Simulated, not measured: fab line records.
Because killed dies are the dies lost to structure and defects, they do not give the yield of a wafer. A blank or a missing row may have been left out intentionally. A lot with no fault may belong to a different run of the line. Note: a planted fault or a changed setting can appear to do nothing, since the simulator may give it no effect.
Matching of chambers + flow n5Finfet + cvdCo-02 running N5_BEOL_M2_CO_CAP_55: 3 sister chambers
The step material Co, precursor CCTBA/H2, target thk 2 nm, time 102.1 s. 33 wafers are shown with their chamber, then 12 later ones without.

WAFERS PAIRED WITH THEIR CHAMBERS
| wafer  | chamber | heaterPowerW (W) |
|--------|---------|------------------|
| L074.1 | 1       | 273              |
| L074.4 | 2       | 228              |
| L074.5 | 0       | 278              |
| L076.1 | 2       | 221              |
| L076.2 | 0       | 277              |
| L076.4 | 2       | 224              |
| L077.1 | 0       | 286              |
| L077.2 | 1       | 266              |
| L077.5 | 2       | 224              |
| L078.2 | 1       | 275              |
| L078.4 | 0       | 278              |
| L078.6 | 1       | 276              |
| L081.1 | 0       | 271              |
| L081.2 | 1       | 269              |
| L081.3 | 2       | 223              |
| L081.4 | 2       | 219              |
| L081.5 | 0       | 280              |
| L081.6 | 1       | 264              |
| L083.1 | 1       | 273              |
| L083.2 | 2       | 223              |
| L083.3 | 0       | 277              |
| L084.2 | 2       | 225              |
| L084.4 | 1       | 270              |
| L084.5 | 0       | 274              |
| L087.1 | 2       | 220              |
| L087.3 | 0       | 279              |
| L087.6 | 2       | 223              |
| L088.1 | 0       | 277              |
| L088.2 | 2       | 224              |
| L088.3 | 1       | 268              |
| L088.4 | 1       | 272              |
| L088.5 | 0       | 280              |
| L088.6 | 2       | 222              |

SIGNATURES (means of the wafers above)
| reading      | chamber 0 | chamber 1 | chamber 2 | scatter within a chamber |
|--------------|-----------|-----------|-----------|--------------------------|
| heaterPowerW | 277.91    | 270.60    | 223.00    | 3.36                     |
Rule: a wafer lies at a distance from a chamber equal to the root of the sum of squares, over the readings, of (its reading less the chamber's mean, divided by the reading's scatter). If the next closest chamber is less than 2 further off than the closest, the wafer can't be placed; otherwise it belongs to the closest. The scatter is the square root of a quotient: the sum, over the shown wafers, of each reading's squared deviation from its chamber's mean, divided by wafers minus chambers.

WAFERS WITHOUT THEIR CHAMBER
| wafer  | heaterPowerW (W) |
|--------|------------------|
| L090.1 | 283              |
| L090.2 | 276              |
| L090.3 | 220              |
| L090.4 | 226              |
| L090.5 | 283              |
| L090.6 | 271              |
| L095.3 | 227              |
| L095.4 | 221              |
| L095.6 | 271              |
| L097.1 | 221              |
| L097.3 | 274              |
| L097.5 | 275              |

CHAMBER TAKEN BY EACH
| wafer  | from the rows above     | in truth                   |
|--------|-------------------------|----------------------------|
| L090.1 | 0                       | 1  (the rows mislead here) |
| L090.2 | can't be placed: 0 or 1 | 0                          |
| L090.3 | 2                       | 2                          |
| L090.4 | 2                       | 2                          |
| L090.5 | 0                       | 0                          |
| L090.6 | can't be placed: 1 or 0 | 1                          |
| L095.3 | 2                       | 2                          |
| L095.4 | 2                       | 2                          |
| L095.6 | can't be placed: 1 or 0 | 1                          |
| L097.1 | 2                       | 2                          |
| L097.3 | can't be placed: 1 or 0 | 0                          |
| L097.5 | can't be placed: 0 or 1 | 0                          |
Correct placement for 6 of the 12. Unplaceable from these rows: 5, with the true chamber sitting among the candidates in 5. Wrongly placed: 1.
